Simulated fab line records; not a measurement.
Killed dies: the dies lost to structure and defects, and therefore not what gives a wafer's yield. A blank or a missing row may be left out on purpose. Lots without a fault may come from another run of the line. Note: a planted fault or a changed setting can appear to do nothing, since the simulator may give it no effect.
Code-filled problem report in 8D (eight disciplines) form || flow n5-finfet || the parts of the form that need people (team, actions taken, sign-off) are left out

## 1. WHAT WENT WRONG
A mean of 115 is read at N5_PASSIVATION_PROBE_49 for killed_at_M4_up, taken on 1 wafer of 1 lot, against 14 (standard deviation 5.5) on wafers free of any fault. That puts it +18 standard deviations away from the usual mean.
The first sign was on wafer L563.3 at day 16 02:50, on prober-02. Wafers with a number at this step in the record: 27, from 9 lots. Rule for "out", or "out of limits": more than 4 standard deviations from the usual mean. All remaining wafers that have a number are taken as sound.

## 2. WHAT IT IS; WHAT IT IS NOT
{"question": "which readings at this step", "is": "killed_at_M4_up, defect-limited-yield, killed-dies, sort_bin_5_function, sort-n-pass, sort-yield-pct", "is not": "killed_at_M0_to_M3, killed-at-contacts, killed-at-front-end, killed-at-other, killed-open, killed-short, sort_bin_8_speed"}
{"question": "which lots", "is": "L563", "is not": "L551, L552, L554, L556, L558, L570, L571, L573"}
{"question": "which wafers of those lots", "is": "L563.3", "is not": "L563.1, L563.4"}
{"question": "read on which tools", "is": "prober-02", "is not": "prober-01"}
{"question": "when", "is": "from day 16 02:50", "is not": "up to then (16 sound wafers); but 10 sound wafers of L563, L570, L571, L573 came after"}

## 3. WHAT RULES OUT EACH SUSPECT
Counting: a tool at a process step up to the reading stays a suspect if it ran every lot that is out. Sound lots after the first of them don't rule it out here, since some wafers of a struck lot are sound.
- rie-diel-04 at N5_BEOL_M8_ETCH_62 (etches SOC in N2/H2, target depth 110 nm, overetch 22 nm, time 165 s): kept. It ran the lot that is out, L563 (day 13 03:51); its last sound lot up to then is L558 (day 11 06:46).
- rie-diel-02 at N5_PASSIVATION_PASS_ETCH_47 (etches SiNx in CF4/O2, target depth 770 nm, time 385 s): kept. It ran the lot that is out, L563 (day 15 23:43); its last sound lot up to then is L558 (day 14 15:52).
- prober-02 at N5_PASSIVATION_PROBE_49: kept. It ran the lot that is out, L563 (day 16 02:44); its last sound lot up to then is L556 (day 14 01:29). Its own defect-limited-yield, killed_at_M4_up, killed-dies, sort_bin_5_function, sort-n-pass, sort-yield-pct readings are out on those wafers.
- Within rie-diel-04 at N5_BEOL_M8_ETCH_62: the wafers that are out ran in chamber 3; their sound lot-mates ran in chambers 0, 2.
- Within rie-diel-02 at N5_PASSIVATION_PASS_ETCH_47: the wafers that are out ran in chamber 2; their sound lot-mates ran in chambers 1, 3.
After the count, these remain: rie-diel-04 at N5_BEOL_M8_ETCH_62, rie-diel-02 at N5_PASSIVATION_PASS_ETCH_47 and prober-02 at N5_PASSIVATION_PROBE_49.

## 4. THE CAUSE (what the simulator had put in)
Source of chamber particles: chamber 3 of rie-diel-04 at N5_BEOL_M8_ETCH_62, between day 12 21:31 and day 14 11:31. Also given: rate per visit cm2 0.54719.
Counting left 3 suspects, and this tool is among them.

## 5. SEQUENCE OF EFFECTS, ordered by route
Each row: a reading where the mean over the struck wafers with a number is more than 3 standard deviations away from the usual. Readings are gone through only where the record gives a usual standard deviation; hours: the median, over the lots, of the time from a lot's start at the first step in this table giving one to that lot's start at this step; sigmas: the change measured in usual standard deviations.
{"hours": 0, "step": "N5_PASSIVATION_PROBE_49", "reading": "defect-limited-yield", "usual": "91.3 %", "on struck wafers": 83.1, "change": -8.2, "sigmas": -4.8}
{"hours": 0, "step": "N5_PASSIVATION_PROBE_49", "reading": "killed_at_M4_up", "usual": 14, "on struck wafers": 115, "change": "+101", "sigmas": "+18"}
{"hours": 0, "step": "N5_PASSIVATION_PROBE_49", "reading": "killed-dies", "usual": 103, "on struck wafers": 199, "change": "+96", "sigmas": "+4.8"}
{"hours": 0, "step": "N5_PASSIVATION_PROBE_49", "reading": "sort_bin_5_function", "usual": "5.1 %", "on struck wafers": 10.5, "change": "+5.4", "sigmas": "+4.9"}
{"hours": 0, "step": "N5_PASSIVATION_PROBE_49", "reading": "sort-n-pass", "usual": 1077, "on struck wafers": 981, "change": -96, "sigmas": -4.8}
{"hours": 0, "step": "N5_PASSIVATION_PROBE_49", "reading": "sort-yield-pct", "usual": "91.3 %", "on struck wafers": 83.1, "change": -8.2, "sigmas": -4.8}
Process steps it contains:
- N5_PASSIVATION_PROBE_49

## 6. HOW IT WOULD HAVE BEEN CAUGHT EARLIER
In this record the first reading out of limits was taken at day 16 02:50, 77 hours after the fault began at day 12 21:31.
Tool readings at N5_BEOL_M8_ETCH_62 with a usual standard deviation given in the record: none out on any struck wafer, hence no alarm at a limit of 4 standard deviations on them.
By day 16 02:50, every lot that is out (1) had started N5_BEOL_M8_ETCH_62 on rie-diel-04. Holding the tool at that point would not have protected any of them.
